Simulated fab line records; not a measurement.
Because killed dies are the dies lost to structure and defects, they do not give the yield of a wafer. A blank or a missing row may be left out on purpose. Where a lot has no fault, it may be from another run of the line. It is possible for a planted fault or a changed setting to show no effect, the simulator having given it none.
Which of the tools did it? :: flow n5Finfet :: 10 lots, 29 wafers sampled, at 4 steps of a route of 1938

WHAT THE GAUGES READ, wafer by wafer
N5_BEOL_M3_CD_MEAS_11: the cd target is 17.05 nm.
lot: L560
measured: day 7 12:16
on: cdSem-01
cdNm (nm): 16.74 16.77 16.98

lot: L562
measured: day 8 05:16
on: cdSem-01
cdNm (nm): 16.84 17.30 16.82

lot: L563
measured: day 8 08:07
on: cdSem-01
cdNm (nm): 17.11 16.63 16.86

lot: L566
measured: day 9 04:47
on: cdSem-01
cdNm (nm): 16.76 16.85 16.77

lot: L567
measured: day 9 07:41
on: cdSem-03
cdNm (nm): 17.32 17.43

lot: L568
measured: day 9 13:02
on: cdSem-03
cdNm (nm): 16.93 16.86 17.15

lot: L571
measured: day 10 09:30
on: cdSem-01
cdNm (nm): 13.48 13.48 13.46

lot: L572
measured: day 10 11:05
on: cdSem-03
cdNm (nm): 14.02 14.42 14.79

lot: L573
measured: day 10 22:59
on: cdSem-01
cdNm (nm): 15.08 15.08 15.04

lot: L581
measured: day 12 20:50
on: cdSem-03
cdNm (nm): 16.76 17.03 16.22

WHICH TOOL RAN EACH LOT (tool, then ch and the chambers of the sampled wafers, then the start)
lot: L560
N5_BEOL_M2_ANNEAL_95: pvdSputter-02, day 7 09:59
N5_BEOL_M2_DEP_57: pecvd-04 ch 0,1,2, day 7 11:06
N5_BEOL_M3_EXPOSE_08: euvScanner-01 ch 0, day 7 12:09

lot: L562
N5_BEOL_M2_ANNEAL_95: pvdSputter-01, day 8 02:45
N5_BEOL_M2_DEP_57: pecvd-04 ch 0,1, day 8 03:56
N5_BEOL_M3_EXPOSE_08: euvScanner-01 ch 0, day 8 05:08

lot: L563
N5_BEOL_M2_ANNEAL_95: pvdSputter-03, day 8 05:41
N5_BEOL_M2_DEP_57: pecvd-01 ch 1,2, day 8 07:04
N5_BEOL_M3_EXPOSE_08: euvScanner-01 ch 0, day 8 08:00

lot: L566
N5_BEOL_M2_ANNEAL_95: pvdSputter-03, day 9 02:49
N5_BEOL_M2_DEP_57: pecvd-01 ch 0,1, day 9 04:05
N5_BEOL_M3_EXPOSE_08: euvScanner-02 ch 0, day 9 04:40

lot: L567
N5_BEOL_M2_ANNEAL_95: pvdSputter-01, day 9 05:34
N5_BEOL_M2_DEP_57: pecvd-04 ch 0,2, day 9 06:42
N5_BEOL_M3_EXPOSE_08: euvScanner-02 ch 0, day 9 07:33

lot: L568
N5_BEOL_M2_ANNEAL_95: pvdSputter-01, day 9 09:56
N5_BEOL_M2_DEP_57: pecvd-01 ch 0,1,2, day 9 11:07
N5_BEOL_M3_EXPOSE_08: euvScanner-02 ch 0, day 9 12:55

lot: L571
N5_BEOL_M2_ANNEAL_95: pvdSputter-01, day 10 05:16
N5_BEOL_M2_DEP_57: pecvd-03 ch 1,2, day 10 06:26
N5_BEOL_M3_EXPOSE_08: euvScanner-02 ch 0, day 10 09:23

lot: L572
N5_BEOL_M2_ANNEAL_95: pvdSputter-03, day 10 08:57
N5_BEOL_M2_DEP_57: pecvd-03 ch 1,2, day 10 10:06
N5_BEOL_M3_EXPOSE_08: euvScanner-02 ch 0, day 10 10:58

lot: L573
N5_BEOL_M2_ANNEAL_95: pvdSputter-01, day 10 20:08
N5_BEOL_M2_DEP_57: pecvd-03 ch 0,1,2, day 10 21:27
N5_BEOL_M3_EXPOSE_08: euvScanner-02 ch 0, day 10 22:53

lot: L581
N5_BEOL_M2_ANNEAL_95: pvdSputter-01, day 12 18:55
N5_BEOL_M2_DEP_57: pecvd-03 ch 0,1, day 12 20:02
N5_BEOL_M3_EXPOSE_08: euvScanner-01 ch 0, day 12 20:43
- N5_BEOL_M2_ANNEAL_95: time 240 s.
- N5_BEOL_M2_DEP_57: deposits SiCN from 3MS/NH3, target thk 8 nm, time 14 s.
- N5_BEOL_M3_EXPOSE_08: exposes mask M3.

THE ANSWER, worked out from the rows above alone
Rule: the usual values come from the lots themselves. The widest of any qualifying gaps counts: lots, ordered by their means at a reading, are off when they make up no more than a third of the lots, leave a main group of 4 or more, and stand apart from it by 3 or more times the standard deviation of that group's means. The tables above print the reading to a certain number of digits; a main group whose means all agree to those digits is not used. Also off: a lot with no number at a reading for which 4 or more lots have one. All remaining lots with rows at the step are treated as sound.
Off, at N5_BEOL_M3_CD_MEAS_11 on cdNm: L571, L572, L573. Mean 16.93 nm and standard deviation 0.21 in the main group.
If a tool, at a process step before that reading, ran all the lots that are off and no sound lot after the first of them, it fits. The gauges at N5_BEOL_M3_CD_MEAS_11 are tried like those tools. One candidate fits, namely euvScanner-02 at N5_BEOL_M3_EXPOSE_08. A fault onset in the window from L568 (day 9 12:55, its last sound lot) to L571 (day 10 09:23, its first lot off) fits.

WHAT WAS PUT IN BY THE SIMULATOR
Process parameter drift: euvScanner-02, from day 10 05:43 on, at N5_BEOL_M3_EXPOSE_08. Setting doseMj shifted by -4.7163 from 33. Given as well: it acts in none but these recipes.
Struck lots among those shown: L571, L572, L573. The rule above found the same.
